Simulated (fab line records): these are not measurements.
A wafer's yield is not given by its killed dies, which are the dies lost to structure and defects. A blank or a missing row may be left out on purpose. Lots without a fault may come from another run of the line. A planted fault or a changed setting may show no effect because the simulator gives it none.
A single fault, viewed from 3 desks    flow n5Finfet    what lay behind the numbers comes last; until then each desk has only its own

== THE DEFECT DESK ==
Lot by lot, what the route's inspections counted, given as the mean of those sampled wafers with a number. The brackets show how far a lot's mean lies from the usual mean; more than 4 standard deviations puts the lot out of limits, marked OUT.
Columns: A = rawDefectCount at N5_MOL_CONTACT_COAG_INSPECT_57, usual 204
lot   first seen here  A
L176  day 5 06:34      160
L180  day 6 02:50      169
L196  day 10 05:09     214
L197  day 10 08:59     166
L199  day 10 22:31     235
Result from this desk: across the 5 lots, nothing is out of limits.

== FOR THE TOOL OWNER'S DESK: rieDiel-02 ==
The tool's own readings at N5_MOL_CONTACT_COAG_ETCHBACK_132 (etches SiO2 in CHF3, target depth 10 nm, time 6.7 s): means of the sampled wafers that have a number, for each lot that ran on this tool. The brackets show how far a lot's mean lies from the usual mean; more than 4 standard deviations puts the lot out of limits, marked OUT.
Columns: A = drypumpMotorCurrentA at N5_MOL_CONTACT_COAG_ETCHBACK_132, usual 5.7 A; B = oes_ar_750_au at N5_MOL_CONTACT_COAG_ETCHBACK_132, usual 0.74 a.u.; C = oesProductAu at N5_MOL_CONTACT_COAG_ETCHBACK_132, usual 0.74 a.u.; D = rfVppV at N5_MOL_CONTACT_COAG_ETCHBACK_132, usual 524 V; E = showerheadPlenumPTorr at N5_MOL_CONTACT_COAG_ETCHBACK_132, usual 2.35 Torr; F = throttleValvePct at N5_MOL_CONTACT_COAG_ETCHBACK_132, usual 18.81 %
lot   first seen here  A    B     C     D    E     F
L176  day 5 07:44      6.1  0.79  0.78  523  2.40  18.78
L197  day 10 09:35     6.0  0.73  0.80  524  2.38  18.82
Result from this desk: across the 2 lots, nothing is out of limits.

== AT THE METROLOGY DESK ==
What the gauges read, lot by lot, whatever tool the lot ran on: means of the sampled wafers that have a number. The brackets show how far a lot's mean lies from the usual mean; more than 4 standard deviations puts the lot out of limits, marked OUT. Of its 12 readings 7 are shown: those that lie furthest out on some lot.
Columns: A = IOFF_N at N5_BEOL_M4_RC_MEAS_101, usual 0.163 nA/um; B = IOFF_P at N5_BEOL_M4_RC_MEAS_101, usual 0.219 nA/um; C = ION_N at N5_BEOL_M4_RC_MEAS_101, usual 675 uA/um; D = ION_P at N5_BEOL_M4_RC_MEAS_101, usual 464 uA/um; E = SS_N at N5_BEOL_M4_RC_MEAS_101, usual 71.5 mV/dec; F = VT_N at N5_BEOL_M4_RC_MEAS_101, usual 249.7 mV; G = VT_P at N5_BEOL_M4_RC_MEAS_101, usual -250 mV
lot   first seen here  A      B      C    D    E     F      G
L176  day 5 06:29      0.159  0.209  673  462  71.4  250.1  -250
L180  day 6 02:45      0.195  0.216  689  465  72.3  246.3  -250
L196  day 10 05:04     0.168  0.229  673  463  71.6  248.5  -249
L197  day 10 08:54     0.147  0.178  664  453  71.1  252.3  -254
L199  day 10 22:25     0.139  0.207  673  468  71.2  250.8  -249
Result from this desk: across the 5 lots, nothing is out of limits.

== ALL TOGETHER ==
The defect desk saw nothing out of limits.
The tool owner's desk saw nothing out of limits.
From the metrology desk's view, nothing was out of limits.

== WHAT THE SIMULATOR HAD PUT IN ==
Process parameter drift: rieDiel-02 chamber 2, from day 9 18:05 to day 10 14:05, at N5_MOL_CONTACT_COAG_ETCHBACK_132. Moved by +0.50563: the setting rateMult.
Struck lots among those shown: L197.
